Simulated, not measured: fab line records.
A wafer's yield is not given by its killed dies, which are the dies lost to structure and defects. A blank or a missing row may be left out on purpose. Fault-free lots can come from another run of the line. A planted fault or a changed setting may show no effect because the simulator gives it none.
fab line records | flow nand-harc
record: lots: 5 wafers: 15 last-day: 33
route steps=1302 shown A_ONON_D2@550
lots that met no fault: from a run of the same line without faults
start-h: hours from the record's first day to the start of the lot's first wafer shown | wait-h: time in hours since the lot's previous step | " the same as in the row above | L1.1+2: several wafers, shown together as one row | - no value, or no start given | * or withheld: withheld | < > ~ a bound
route shown NAME@n: names a module that has steps shown in the file, with the first one's number in the route | usual: mean and standard deviation over wafers with no fault | same: alike in all rows | chamber/n: place in a boat | sites: readings site by site | _std_site: the standard deviation of these | _edge_site: mean of outer sites minus mean of inner sites | radius-mm: how far each site lies from the wafer's centre | mask NAME#n: copy n | behind: tool/chamber where the wafer was last shaped | hold: cause of the lot's hold/its duration in hours/its outcome | device: which transistor (n, p or np) failed to switch | end of line: tests of these same wafers at the route's end | for a step that has no rows: nothing shown but its recipe | killed: count of dies lost to structure and defects at first sort (not the wafer's yield) | map: a wafer's dies, marking killed ones x, the rest . and places with no die _
set.NAME: the setting the step ran with; set.NAME@STEP: the setting that earlier step ran with | model.NAME: the simulator's own value behind a step, which no gauge read
lots at selected steps of the route; one table per step, one row per wafer
services: when a tool's chamber went out of use (start-h, in hours from the record's first day, below 0 if earlier), for how many hours, and the reason
== steps ==
step: NHARC_A_ONON_D2_THK_MEAS_08
recipe: thk-meas-gauge: ellipsometry
usual: thk-nm: 997/9.4
columns lot.wafer tool chamber start-h wait-h thk-nm
L615.4 film-metro-02 - 321.17 - 1004
L615.5 " - " " 1001
L615.6 " - " " 1002
L619.1 film-metro-01 - 365.48 - 1005
L619.4 " - " " 1004
L619.6 " - " " 1003
L627.3 film-metro-02 - 446.38 - 979
L627.4 " - " " 979
L627.5 " - " " 979
L629.1 film-metro-01 - 462.19 - 1016
L629.2 " - " " 1014
L629.6 " - " " 1013
L633.1 film-metro-01 - 498.87 - 1013
L633.2 " - " " 1015
L633.5 " - " " 1016
step: NHARC_A_ONON_D2_DEP_09
recipe: target-thk-a: 10000 n2-flow-sccm: 2750 n2o-flow-sccm: 2000 nh3-flow-sccm: 500 sih4-flow-sccm: 210 temp-c: 400
step: NHARC_A_ONON_D2_THK_MEAS_11
recipe: thk-meas-gauge: ellipsometry
usual: thk-nm: 1001/9.7
columns lot.wafer tool chamber start-h wait-h thk-nm
L615.4 film-metro-02 - 321.74 - 992
L615.5 " - " " 993
L615.6 " - " " 991
L619.1 film-metro-02 - 366.06 - 1004
L619.4 " - " " 1004
L619.6 " - " " 1004
L627.3 film-metro-02 - 446.94 - 1024
L627.4 " - " " 1024
L627.5 " - " " 1022
L629.1 film-metro-01 - 462.75 - 979
L629.2 " - " " 978
L629.6 " - " " 978
L633.1 film-metro-02 - 499.44 - 1001
L633.2 " - " " 1000
L633.5 " - " " 1001
step: NHARC_A_ONON_D2_DEP_12
recipe: target-thk-a: 10000 n2-flow-sccm: 2750 n2o-flow-sccm: 2000 nh3-flow-sccm: 500 sih4-flow-sccm: 210 temp-c: 400
step: NHARC_A_ONON_D2_THK_MEAS_14
recipe: thk-meas-gauge: ellipsometry
usual: thk-nm: 1001/10
columns lot.wafer tool chamber start-h wait-h thk-nm
L615.4 film-metro-02 - 322.31 - 1001
L615.5 " - " " 1002
L615.6 " - " " 1002
L619.1 film-metro-02 - 366.62 - 1009
L619.4 " - " " 1010
L619.6 " - " " 1008
L627.3 film-metro-01 - 447.51 - 1020
L627.4 " - " " 1019
L627.5 " - " " 1019
L629.1 film-metro-01 - 463.32 - 1019
L629.2 " - " " 1020
L629.6 " - " " 1020
L633.1 film-metro-01 - 500.00 - 993
L633.2 " - " " 992
L633.5 " - " " 992
step: NHARC_A_ONON_D2_ANNEAL_15
recipe: temp-c: 750 time-s: 3600
step: NHARC_A_ONON_D2_DEP_16
recipe: target-thk-a: 10000 n2-flow-sccm: 2750 n2o-flow-sccm: 2000 nh3-flow-sccm: 500 sih4-flow-sccm: 210 temp-c: 400
step: NHARC_A_ONON_D2_THK_MEAS_18
recipe: thk-meas-gauge: ellipsometry
usual: thk-nm: 1004/8.5
columns lot.wafer tool chamber start-h wait-h thk-nm
L615.4 film-metro-01 - 330.81 - 1014
L615.5 " - " " 1017
L615.6 " - " " 1015
L619.1 film-metro-01 - 374.67 - 1019
L619.4 " - " " 1020
L619.6 " - " " 1020
L627.3 film-metro-02 - 455.68 - 1014
L627.4 " - " " 1013
L627.5 " - " " 1014
L629.1 film-metro-01 - 471.31 - 1008
L629.2 " - " " 1009
L629.6 " - " " 1010
L633.1 film-metro-01 - 507.36 - 995
L633.2 " - " " 997
L633.5 " - " " 995
step: NHARC_A_ONON_D2_DEP_19
recipe: target-thk-a: 10000 n2-flow-sccm: 2750 n2o-flow-sccm: 2000 nh3-flow-sccm: 500 sih4-flow-sccm: 210 temp-c: 400
step: NHARC_A_ONON_D2_THK_MEAS_21
recipe: thk-meas-gauge: ellipsometry
usual: thk-nm: 1001/11
columns lot.wafer tool chamber start-h wait-h thk-nm
L615.4 film-metro-02 - 331.37 - 989
L615.5 " - " " 991
L615.6 " - " " 990
L619.1 film-metro-01 - 375.24 - 1013
L619.4 " - " " 1011
L619.6 " - " " 1011
L627.3 film-metro-01 - 456.24 - 1019
L627.4 " - " " 1020
L627.5 " - " " 1020
L629.1 film-metro-02 - 471.88 - 1015
L629.2 " - " " 1014
L629.6 " - " " 1016
L633.1 film-metro-02 - 507.92 - 1011
L633.2 " - " " 1013
L633.5 " - " " 1012
step: NHARC_A_ONON_D2_DEP_22
recipe: target-thk-a: 10000 n2-flow-sccm: 2750 n2o-flow-sccm: 2000 nh3-flow-sccm: 500 sih4-flow-sccm: 210 temp-c: 400
step: NHARC_A_ONON_D2_THK_MEAS_24
recipe: thk-meas-gauge: ellipsometry
usual: thk-nm: 1000/8.1
columns lot.wafer tool chamber start-h wait-h thk-nm
L615.4 film-metro-02 - 331.95 - 996
L615.5 " - " " 996
L615.6 " - " " 994
L619.1 film-metro-01 - 375.80 - 998
L619.4 " - " " 996
L619.6 " - " " 998
L627.3 film-metro-01 - 456.80 - 997
L627.4 " - " " 994
L627.5 " - " " 996
L629.1 film-metro-02 - 472.44 - 999
L629.2 " - " " 1000
L629.6 " - " " 1000
L633.1 film-metro-02 - 508.48 - 1010
L633.2 " - " " 1010
L633.5 " - " " 1011
step: NHARC_A_ONON_D2_DEP_25
recipe: target-thk-a: 10000 n2-flow-sccm: 2750 n2o-flow-sccm: 2000 nh3-flow-sccm: 500 sih4-flow-sccm: 210 temp-c: 400
usual: n2-flow-sccm: 2752/8.1 sih4-flow-sccm: 209.9/0.64 susceptor-temp-C: 400.06/0.21
columns lot.wafer tool chamber start-h wait-h n2-flow-sccm sih4-flow-sccm susceptor-temp-C
L615.4 pecvd-onon-03 0 332.18 0.2 2751 210.3 399.80
L615.5 " 0 " " 2765 209.5 399.96
L615.6 " 0 " " 2767 210.6 399.87
L619.1 pecvd-onon-04 0 375.85 0.1 2752 209.8 400.32
L619.4 " 0 " " 2757 209.9 400.07
L619.6 " 0 " " 2745 210.7 400.25
L627.3 pecvd-onon-04 0 456.97 0.2 2746 210.8 400.09
L627.4 " 0 " " 2744 208.6 399.86
L627.5 " 0 " " 2753 210.1 399.95
L629.1 pecvd-onon-04 0 472.50 0.1 2741 209.1 400.24
L629.2 " 0 " " 2749 209.3 400.21
L629.6 " 0 " " 2751 210.3 400.19
L633.1 pecvd-onon-04 0 508.54 0.1 2755 209.6 400.40
L633.2 " 0 " " 2761 210.3 400.09
L633.5 " 0 " " 2759 209.6 400.18
step: NHARC_A_ONON_D2_THK_MEAS_27
recipe: thk-meas-gauge: ellipsometry
usual: thk-nm: 1001/9.4
columns lot.wafer tool chamber start-h wait-h thk-nm
L615.4 film-metro-01 - 332.51 - 1014
L615.5 " - " " 1014
L615.6 " - " " 1012
L619.1 film-metro-01 - 376.36 - 551
L619.4 " - " " 998
L619.6 " - " " 551
L627.3 film-metro-01 - 457.37 - 988
L627.4 " - " " 989
L627.5 " - " " 989
L629.1 film-metro-02 - 473.01 - 1004
L629.2 " - " " 1004
L629.6 " - " " 1005
L633.1 film-metro-02 - 509.04 - 1008
L633.2 " - " " 1008
L633.5 " - " " 1010
step: NHARC_A_ONON_D2_DEP_28
recipe: target-thk-a: 10000 n2-flow-sccm: 2750 n2o-flow-sccm: 2000 nh3-flow-sccm: 500 sih4-flow-sccm: 210 temp-c: 400
== services ==
columns tool chamber start-h hours kind
pecvd-onon-04 - 311.00 13.0 pm
pecvd-onon-03 - 408.16 13.0 pm
pecvd-onon-04 - 492.00 13.0 pm
== key ==
first-sign: step: NHARC_A_ONON_D2_THK_MEAS_27 reading: thk-nm direction: down sigmas: 48 usual: 1001 struck: 551
effect none on later readings
met-at NHARC_A_ONON_D2_DEP_25
struck-wafers L619.1,L619.6
later-rows-left-out L619.1,L619.6
sort-left-out L619.1,L619.6
tester-left-out L619
fault: kind: process-parameter-drift tool: pecvd-onon-04 chamber: - onset-h: 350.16 steps: NHARC_A_ONON_D2_DEP_25 channel: target-thk-a offset: * shape: step end-h: 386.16 scope: struck-wafers-only acts-in: * stated: *
tester-left-out: of these lots the tester's yield and bins aren't shown, on N5 and GAA mostly nor the transistor test; their killed dies are dies lost to structure and defects alone, not to doping, threshold or leakage, so they don't give the yield
sort-left-out: the simulated sort isn't trusted on such a fault, so these wafers' sort isn't shown, and their yield isn't known
later-rows-left-out: the simulator's readings of these wafers behind a module that went badly wrong aren't trusted and aren't shown, but for the sort
